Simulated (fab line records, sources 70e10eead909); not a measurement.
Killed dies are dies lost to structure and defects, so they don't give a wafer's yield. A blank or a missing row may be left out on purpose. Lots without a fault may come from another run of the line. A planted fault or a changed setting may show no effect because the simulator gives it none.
fab line records | flow nand_harc | part 1 of 2: steps 1 to 4 of 6
record lots=21 wafers=63 last_day=34
route steps=1302 shown A_STAIRCASE@736
lots that met no fault: from a run of the same line without faults
start_h: hours from the record's first day to the start of the lot's first wafer shown | wait_h: hours since the lot's step before | " the same as in the row above | L1.1+2: a row that stands for several wafers | - no value, or no start given | * or withheld: withheld | < > ~ a bound
route shown NAME@n: a module of which the file shows steps, and the number in the route of the first | usual: mean/standard deviation of fault-free wafers | same: alike in all rows | chamber/n: place in a boat | sites: the reading at each site | _std_site: their standard deviation | _edge_site: outer sites' mean less inner sites' | radius_mm: how far each site lies from the wafer's centre | mask NAME#n: copy n | behind: the tool/chamber that last shaped the wafer | hold: why the lot was held/for how many hours/how that ended | device: the transistor (n, p or np) that didn't switch | end of line: the same wafers' tests at the end of the route | a step without rows: its recipe alone | killed: dies lost to structure and defects at the first sort, not the wafer's yield | map: a wafer's dies, x killed, . not, _ none there
set.NAME: the setting as run; set.NAME@STEP: as run at that earlier step | model.NAME: the simulator's own value behind a step, which no gauge read
steps of the route over a sample of lots; a table a step, a row a wafer
services: from which hour (start_h, from the record's first day; less than 0 if before it) a tool's chamber was out of use, for how many hours, and why
## steps
# step NHARC_A_STAIRCASE_TRIM_222
# recipe time_s=211.2 o2_flow_sccm=500 ar_flow_sccm=0 bias_w=0 chemistry=O2
# usual drypump_motor_current_A=5.9/0.37 o2_flow_sccm=500.5/1.3 oes_product_au=0.999/0.018 rf_vpp_V=58.0/0.97 showerhead_plenum_p_Torr=3.58/0.16 throttle_valve_pct=17.037/0.0089
# columns lot.wafer tool chamber start_h wait_h drypump_motor_current_A o2_flow_sccm oes_product_au rf_hours_counter_h rf_vpp_V showerhead_plenum_p_Torr throttle_valve_pct
L075.1 rie_diel-05 1 - - 6.1 498.6 1.007 45 57.5 3.75 17.030
L075.2 " 2 " " 6.1 498.9 1.023 44 58.6 3.34 17.040
L075.5 " 2 " " 6.2 500.9 1.008 - 57.2 3.34 17.046
L074.3 rie_diel-11 0 - - 5.6 502.9 0.999 34 59.5 3.69 17.034
L074.1 " 1 " " 5.5 500.4 1.019 28 58.4 3.79 17.045
L074.6 " 0 " " 5.6 502.1 1.004 - 59.4 3.69 17.048
L076.1 rie_diel-11 2 - - 6.1 498.8 0.972 31 57.8 3.76 17.050
L076.3 " 3 " " 6.1 501.6 1.003 38 57.8 3.53 17.030
L076.5 " 2 " " 6.2 498.7 0.970 - 58.1 3.76 17.052
L077.3 rie_diel-05 1 - - 6.1 500.0 1.009 56 57.8 3.75 17.037
L077.2 " 3 " " 5.9 499.0 1.004 49 57.7 3.31 17.034
L077.5 " 1 " " 6.1 502.1 1.004 - 58.3 3.75 17.033
L078.3 rie_diel-10 0 - - 5.7 500.0 1.011 44 56.9 3.51 17.036
L078.2 " 2 " " 5.7 500.0 1.033 46 58.3 3.49 17.046
L078.5 " 1 " " 5.2 498.8 0.987 - 58.6 3.59 17.042
L079.3 rie_diel-11 1 - - 5.5 502.2 0.998 48 57.9 3.78 17.022
L079.5 " 1 " " 5.5 502.9 0.995 - 58.8 3.78 17.020
L079.6 " 2 " " 6.2 501.4 0.986 - 60.0 3.75 17.052
L080.4 rie_diel-11 1 - - 5.4 502.6 0.998 53 58.9 3.78 17.030
L080.1 " 2 " " 6.1 502.3 0.971 51 59.3 3.75 17.060
L080.6 " 0 " " 5.6 502.2 0.994 - 58.9 3.67 17.039
L081.1 rie_diel-05 1 - - 6.1 498.2 0.996 4 59.4 3.74 17.021
L081.2 " 2 " " 6.1 500.5 0.995 4 57.8 3.33 17.027
L081.5 " 0 " " 6.6 500.1 1.011 - 56.6 3.41 17.020
L082.3 rie_diel-05 0 - - 6.6 499.3 1.018 6 56.9 3.41 17.047
L082.2 " 1 " " 6.1 501.8 0.993 6 59.8 3.74 17.050
L082.5 " 0 " " 6.6 498.1 1.015 - 57.4 3.41 17.027
L083.2 rie_diel-11 2 - - 6.2 499.4 0.974 5 57.0 3.75 17.052
L083.4 " 3 " " 6.0 499.1 1.018 3 57.8 3.51 17.024
L083.1 " 0 " " 5.7 499.8 0.989 4 58.9 3.67 17.044
L084.2 rie_diel-11 2 - - 6.2 500.4 0.963 7 59.3 3.74 17.037
L084.5 " 2 " " 6.2 500.7 0.966 - 58.6 3.74 17.046
L084.6 " 3 " " 6.1 498.5 1.029 - 57.9 3.51 17.047
L086.3 rie_diel-05 2 - - 6.1 500.0 1.017 23 57.3 3.32 17.046
L086.5 " 3 " " 5.9 501.2 1.019 - 56.4 3.30 17.022
L086.6 " 0 " " 6.6 501.3 1.035 - 57.4 3.40 17.038
L090.3 rie_diel-10 0 - - 5.7 499.9 0.979 30 58.9 3.49 17.033
L090.5 " 2 " " 5.7 499.5 0.991 - 59.2 3.47 17.053
L090.6 " 3 " " 5.9 500.1 0.992 - 58.7 3.79 17.035
L087.1 rie_diel-11 2 - - 6.1 500.7 0.978 21 57.6 3.74 17.044
L087.3 " 3 " " 6.1 501.6 1.016 22 56.1 3.50 17.033
L087.6 " 0 " " 5.6 501.8 0.983 - 58.2 3.66 17.040
L088.4 rie_diel-05 0 - - 6.6 501.8 1.043 31 57.3 3.40 17.037
L088.6 " 2 " " 6.1 501.6 1.015 - 58.3 3.31 17.035
L088.5 " 3 " " 5.9 498.7 1.027 - 57.8 3.30 17.047
L091.2 rie_diel-11 3 - - 6.0 499.1 1.032 30 57.9 3.50 17.038
L091.1 " 0 " " 5.7 500.8 0.975 29 58.2 3.66 17.046
L091.5 " 0 " " 5.6 501.6 0.974 - 58.2 3.66 17.044
L093.2 rie_diel-10 3 - - 5.9 497.2 1.007 52 57.3 3.78 17.054
L093.1 " 0 " " 5.7 500.4 1.003 44 56.1 3.48 17.021
L093.6 " 1 " " 5.2 499.4 1.007 - 58.1 3.56 17.047
L094.4 rie_diel-11 0 - - 5.6 499.8 1.001 37 57.4 3.65 17.040
L094.2 " 1 " " 5.5 501.2 0.983 39 58.4 3.75 17.027
L094.3 " 2 " " 6.2 501.1 0.973 37 59.2 3.73 17.053
L096.4 rie_diel-05 3 - - 5.9 501.5 1.039 45 56.9 3.29 17.044
L096.1 " 1 " " 6.1 498.8 0.985 48 60.2 3.72 17.046
L096.6 " 0 " " 6.6 500.1 1.025 - 57.1 3.39 17.035
L095.2 rie_diel-10 0 - - 5.7 501.7 0.986 49 58.1 3.48 17.020
L095.1 " 1 " " 5.2 499.4 0.997 38 58.6 3.56 17.040
L095.5 " 0 " " 5.7 501.6 0.987 - 57.0 3.48 17.035
L097.3 rie_diel-11 2 - - 6.2 499.4 0.990 48 58.5 3.72 17.043
L097.1 " 3 " " 6.1 502.4 1.032 50 56.7 3.49 17.042
L097.5 " 3 " " 6.1 502.5 1.034 - 56.9 3.49 17.034
# step NHARC_A_STAIRCASE_ETCH_230
# recipe target_depth_a=1000 time_s=40.5 ion_energy_ev=400 c4f8_flow_sccm=20 o2_flow_sccm=10 ar_flow_sccm=withheld rf_w=600 bias_w=1000 chemistry=C4F8/O2
# usual oes_product_au=0.950/0.021 rf_vpp_V=896/6.3
# columns lot.wafer tool chamber start_h wait_h oes_product_au rf_hours_counter_h rf_vpp_V
L075.2 rie_diel-10 0 - - 0.971 36 895
L075.1 " 1 " " 0.964 40 898
L075.5 " 1 " " 0.970 - 897
L074.3 rie_diel-05 1 - - 0.951 46 904
L074.1 " 0 " " 0.954 46 892
L074.6 " 2 " " 0.960 - 889
L076.1 rie_diel-10 0 - - 0.929 37 894
L076.3 " 1 " " 0.914 41 898
L076.5 " 2 " " 0.943 - 895
L077.2 rie_diel-05 3 - - 0.949 49 889
L077.3 " 1 " " 0.955 56 904
L077.5 " 0 " " 0.959 - 892
L078.3 rie_diel-05 1 - - 0.966 58 904
L078.2 " 2 " " 0.980 54 888
L078.5 " 0 " " 0.952 - 890
L079.3 rie_diel-11 1 - - 0.949 48 905
L079.6 " 0 " " 0.949 - 901
L079.5 " 1 " " 0.938 - 905
L080.1 rie_diel-11 3 - - 0.948 57 896
L080.4 " 1 " " 0.952 54 904
L080.6 " 2 " " 0.942 - 905
L081.1 rie_diel-05 2 - - 0.940 4 889
L081.2 " 0 " " 0.959 4 891
L081.5 " 2 " " 0.950 - 889
L082.2 rie_diel-05 1 - - 0.934 10 901
L082.3 " 2 " " 0.940 11 889
L082.5 " 2 " " 0.946 - 889
L083.1 rie_diel-11 2 - - 0.914 6 902
L083.2 " 3 " " 0.980 4 895
L083.4 " 0 " " 0.940 4 901
L084.2 rie_diel-05 2 - - 0.935 20 887
L084.6 " 0 " " 0.943 - 891
L084.5 " 1 " " 0.921 - 904
L086.3 rie_diel-05 3 - - 0.961 14 887
L086.5 " 3 " " 0.958 - 887
L086.6 " 0 " " 0.958 - 891
L090.3 rie_diel-05 0 - - 0.948 31 890
L090.5 " 0 " " 0.956 - 891
L090.6 " 1 " " 0.931 - 902
L087.1 rie_diel-11 0 - - 0.928 22 900
L087.3 " 1 " " 0.918 22 905
L087.6 " 1 " " 0.922 - 904
L088.4 rie_diel-05 3 - - 0.964 26 887
L088.5 " 3 " " 0.965 - 886
L088.6 " 0 " " 0.958 - 890
L091.2 rie_diel-05 3 - - 0.981 33 886
L091.1 " 2 " " 0.958 40 888
L091.5 " 3 " " 0.978 - 888
L093.2 rie_diel-05 2 - - 0.970 47 887
L093.1 " 3 " " 1.011 40 887
L093.6 " 2 " " 0.977 - 887
L094.4 rie_diel-11 0 - - 0.938 38 899
L094.2 " 1 " " 0.929 39 903
L094.3 " 2 " " 0.935 37 904
L096.1 rie_diel-11 1 - - 0.947 42 903
L096.4 " 2 " " 0.960 41 903
L096.6 " 0 " " 0.955 - 901
L095.2 rie_diel-10 2 - - 0.934 57 893
L095.1 " 0 " " 0.933 50 894
L095.5 " 1 " " 0.950 - 897
L097.3 rie_diel-11 2 - - 0.935 56 902
L097.1 " 3 " " 0.987 56 895
L097.5 " 2 " " 0.923 - 903
# step NHARC_A_STAIRCASE_STRIP_254
# recipe power_w=1500 temp_c=250 chemistry=O2
# usual drypump_motor_current_A=6.0/0.63 heater_power_w=309/24 rf_refl_power_W=15/3.6 temp_c=249.99/0.16
# columns lot.wafer tool chamber start_h wait_h drypump_motor_current_A heater_power_w rf_hours_counter_h rf_refl_power_W temp_c
L075.1 plasma_asher-01 1 368.44 - 4.9 336 4 13 249.74
L075.2 " 0 " " 6.3 318 4 22 250.37
L075.5 " 0 " " 6.3 318 - 22 250.10
L074.1 plasma_asher-01 1 369.09 - 4.9 327 5 13 250.19
L074.3 " 0 " " 6.3 326 - 22 249.89
L074.6 " 1 " " 4.9 329 - 14 250.04
L076.1 plasma_asher-01 0 377.70 - 6.3 320 6 - 249.53
L076.3 " 0 " " 6.3 311 - - 249.98
L076.5 " 0 " " 6.3 317 - - 249.84
L077.2 plasma_asher-02 1 399.53 - 6.6 276 34 14 250.21
L077.3 " 1 " " 6.6 273 - 14 249.84
L077.5 " 1 " " 6.5 265 - 14 250.23
L078.2 plasma_asher-01 1 403.75 - 4.9 336 8 - 249.93
L078.3 " 1 " " 4.9 335 - - 250.01
L078.5 " 0 " " 6.3 315 - - 250.17
L079.3 plasma_asher-02 0 419.30 - 6.1 324 - 12 249.92
L079.5 " 0 " " 6.1 328 - 12 250.05
L079.6 " 1 " " 6.6 266 - 14 249.89
L080.1 plasma_asher-01 0 431.61 - 6.3 317 13 - 249.84
L080.4 " 1 " " 4.9 329 - - 249.81
L080.6 " 0 " " 6.3 318 - - 250.07
L081.1 plasma_asher-01 0 432.18 - 6.3 308 13 22 250.22
L081.2 " 1 " " 4.9 328 13 14 250.13
L081.5 " 1 " " 4.9 343 - 14 250.04
L082.2 plasma_asher-02 0 447.32 - 6.1 313 3 12 250.03
L082.3 " 1 " " 6.6 270 - 14 250.20
L082.5 " 1 " " 6.6 270 - 13 249.99
L083.2 plasma_asher-02 1 463.64 - 6.6 280 6 14 249.89
L083.1 " 0 " " 6.1 320 6 13 250.12
L083.4 " 0 " " 6.1 316 - 12 250.28
L084.2 plasma_asher-02 1 472.14 - 6.6 269 10 14 249.98
L084.5 " 0 " " 6.1 320 - 12 249.87
L084.6 " 1 " " 6.6 277 - 14 249.90
L086.3 plasma_asher-02 0 485.22 - 6.1 314 - 12 250.02
L086.6 " 0 " " 6.1 317 - 13 250.09
L086.5 " 1 " " 6.6 277 - 13 249.92
L090.3 plasma_asher-02 0 520.35 - 6.1 329 - - 250.07
L090.6 " 1 " " 6.6 273 - - 249.96
L090.5 " 0 " " 6.1 314 - - 250.20
L087.1 plasma_asher-02 0 521.61 - 6.1 321 23 12 250.28
L087.3 " 0 " " 6.1 315 - 12 250.00
L087.6 " 0 " " 6.1 317 - 12 249.89
L088.4 plasma_asher-02 1 523.33 - 6.6 274 - 12 249.85
L088.5 " 0 " " 6.1 320 - 12 249.86
L088.6 " 1 " " 6.6 278 - 13 249.99
L091.2 plasma_asher-01 1 538.73 - 4.9 345 2 13 250.07
L091.1 " 0 " " 6.3 304 2 23 249.88
L091.5 " 0 " " 6.3 298 - 23 250.02
L093.2 plasma_asher-01 1 562.71 - 4.9 329 6 13 250.15
L093.1 " 0 " " 6.3 293 6 22 250.09
L093.6 " 0 " " 6.3 300 - 23 249.98
L094.2 plasma_asher-01 1 563.27 - 4.9 334 6 - 250.13
L094.3 " 0 " " 6.3 303 - - 250.31
L094.4 " 1 " " 4.9 345 - - 249.95
L095.2 plasma_asher-01 1 582.95 - 4.9 335 10 - 250.01
L095.1 " 0 " " 6.3 300 10 - 249.81
L095.5 " 0 " " 6.3 298 - - 249.82
L096.1 plasma_asher-02 0 585.07 - 6.1 320 38 12 250.19
L096.4 " 0 " " 6.1 318 - 13 250.07
L096.6 " 0 " " 6.1 326 - 13 249.87
L097.1 plasma_asher-01 1 601.68 - 4.9 330 14 - 250.08
L097.3 " 0 " " 6.3 299 - - 249.95
L097.5 " 0 " " 6.3 301 - - 250.11
# step NHARC_A_STAIRCASE_DESCUM_270
# recipe time_s=3 o2_flow_sccm=200 ar_flow_sccm=0 bias_power_w=0 chemistry=O2
# usual drypump_motor_current_A=5.8/0.35 o2_flow_sccm=200.1/0.58 oes_product_au=0.997/0.018 rf_vpp_V=57.9/0.94 showerhead_plenum_p_Torr=1.94/0.093 throttle_valve_pct=11.311/0.0088
# columns lot.wafer tool chamber start_h wait_h drypump_motor_current_A o2_flow_sccm oes_product_au rf_hours_counter_h rf_vpp_V showerhead_plenum_p_Torr throttle_valve_pct
L075.1 rie_diel-05 2 376.09 - 6.1 199.3 1.018 45 57.4 1.80 11.296
L075.2 " 1 " " 6.1 200.0 1.019 47 57.2 2.04 11.298
L075.5 " 2 " " 6.1 199.8 1.018 - 57.3 1.80 11.319
L074.1 rie_diel-11 2 377.65 - 6.1 200.3 0.975 32 59.2 2.05 11.297
L074.3 " 3 " " 6.1 200.3 1.005 38 57.9 1.91 11.307
L074.6 " 2 " " 6.1 200.2 0.972 - 57.7 2.05 11.311
L076.1 rie_diel-10 3 384.73 - 5.8 199.7 1.001 36 55.7 1.77 11.315
L076.3 " 0 " " 5.6 199.1 0.999 38 57.6 1.90 11.309
L076.5 " 2 " " 5.7 200.0 1.033 - 57.3 1.89 11.302
L077.3 rie_diel-10 2 404.92 - 5.7 200.5 1.027 47 57.6 1.89 11.317
L077.2 " 3 " " 5.9 200.1 1.003 43 55.8 1.77 11.325
L077.5 " 1 " " 5.2 200.9 1.002 - 59.4 1.95 11.303
L078.2 rie_diel-10 0 410.03 - 5.6 200.0 1.005 47 58.8 1.90 11.315
L078.3 " 2 " " 5.7 199.6 1.014 49 58.5 1.89 11.306
L078.5 " 3 " " 5.9 198.7 0.990 - 57.9 1.77 11.318
L079.3 rie_diel-11 2 422.89 - 6.2 200.5 0.980 48 57.7 2.04 11.308
L079.5 " 1 " " 5.5 199.5 0.998 - 57.5 2.06 11.308
L079.6 " 2 " " 6.2 200.1 0.975 - 59.1 2.04 11.317
L080.1 rie_diel-10 2 435.22 - 5.7 199.0 0.979 1 56.9 1.89 11.334
L080.4 " 0 " " 5.7 200.8 1.003 - 58.7 1.90 11.315
L080.6 " 2 " " 5.7 199.0 0.983 - 58.2 1.89 11.306
L081.1 rie_diel-10 2 438.44 - 5.7 200.0 0.976 3 58.1 1.89 11.303
L081.2 " 3 " " 5.9 200.0 0.982 3 58.1 2.08 11.319
L081.5 " 3 " " 5.9 200.4 0.981 - 57.7 2.08 11.301
L082.2 rie_diel-11 1 451.89 - 5.4 199.3 0.959 2 58.5 2.06 11.309
L082.3 " 3 " " 6.0 199.3 1.005 1 59.0 1.91 11.314
L082.5 " 0 " " 5.6 201.0 0.978 - 58.1 2.00 11.298
L083.4 rie_diel-11 1 470.46 - 5.4 200.6 0.973 8 57.2 2.06 11.300
L083.1 " 2 " " 6.1 199.3 0.973 8 58.0 2.04 11.303
L083.2 " 3 " " 6.1 199.6 1.025 6 57.1 1.90 11.296
L084.2 rie_diel-05 2 475.66 - 6.2 199.7 1.015 21 56.3 1.79 11.310
L084.6 " 3 " " 5.9 199.9 1.017 - 57.8 1.78 11.319
L084.5 " 0 " " 6.7 199.8 1.016 - 58.1 1.84 11.310
L086.3 rie_diel-10 1 489.19 - 5.2 199.5 0.976 11 58.5 1.94 11.302
L086.6 " 0 " " 5.6 199.6 0.983 - 58.3 1.89 11.302
L086.5 " 1 " " 5.1 199.4 0.991 - 57.8 1.94 11.308
L090.3 rie_diel-05 2 524.72 - 6.1 200.2 1.014 35 57.7 1.79 11.317
L090.6 " 1 " " 6.1 200.0 1.000 - 59.0 2.03 11.312
L090.5 " 2 " " 6.1 200.4 1.019 - 57.7 1.79 11.301
L087.3 rie_diel-05 2 527.54 - 6.1 200.1 1.008 37 56.3 1.79 11.304
L087.1 " 3 " " 5.9 200.4 1.027 29 57.7 1.78 11.298
L087.6 " 2 " " 6.1 199.9 1.015 - 57.1 1.79 11.311
L088.4 rie_diel-11 1 528.82 - 5.4 199.8 0.983 29 57.9 2.05 11.308
L088.6 " 0 " " 5.6 200.7 0.983 - 58.4 1.99 11.286
L088.5 " 1 " " 5.5 199.1 0.979 - 59.3 2.05 11.313
L091.1 rie_diel-11 0 543.97 - 5.6 200.2 0.976 32 57.0 1.99 11.313
L091.2 " 1 " " 5.4 199.7 0.968 34 59.7 2.05 11.305
L091.5 " 2 " " 6.1 200.5 0.978 - 59.7 2.03 11.320
L093.1 rie_diel-10 1 570.32 - 5.2 201.0 0.996 34 57.4 1.93 11.329
L093.2 " 2 " " 5.7 201.7 1.007 54 58.0 1.87 11.319
L093.6 " 0 " " 5.7 201.1 0.990 - 57.1 1.88 11.321
L094.3 rie_diel-05 0 570.47 - 6.6 199.7 1.032 46 56.6 1.83 11.312
L094.2 " 1 " " 6.1 199.2 0.990 44 59.2 2.02 11.312
L094.4 " 3 " " 5.9 201.0 1.032 42 54.6 1.77 11.315
L095.2 rie_diel-10 1 590.95 - 5.2 199.9 1.001 43 58.0 1.93 11.318
L095.1 " 3 " " 5.9 200.5 1.015 63 57.8 2.06 11.305
L095.5 " 1 " " 5.2 199.9 1.003 - 57.8 1.93 11.313
L096.4 rie_diel-11 0 591.00 - 5.6 199.9 0.997 47 59.0 1.98 11.312
L096.1 " 1 " " 5.5 200.1 0.990 47 59.8 2.04 11.299
L096.6 " 2 " " 6.1 200.7 0.978 - 57.4 2.03 11.302
L097.3 rie_diel-11 0 608.26 - 5.6 200.6 0.984 56 58.3 1.98 11.315
L097.1 " 1 " " 5.5 199.6 0.985 58 58.1 2.04 11.292
L097.5 " 3 " " 6.0 200.1 1.025 - 58.0 1.89 11.323
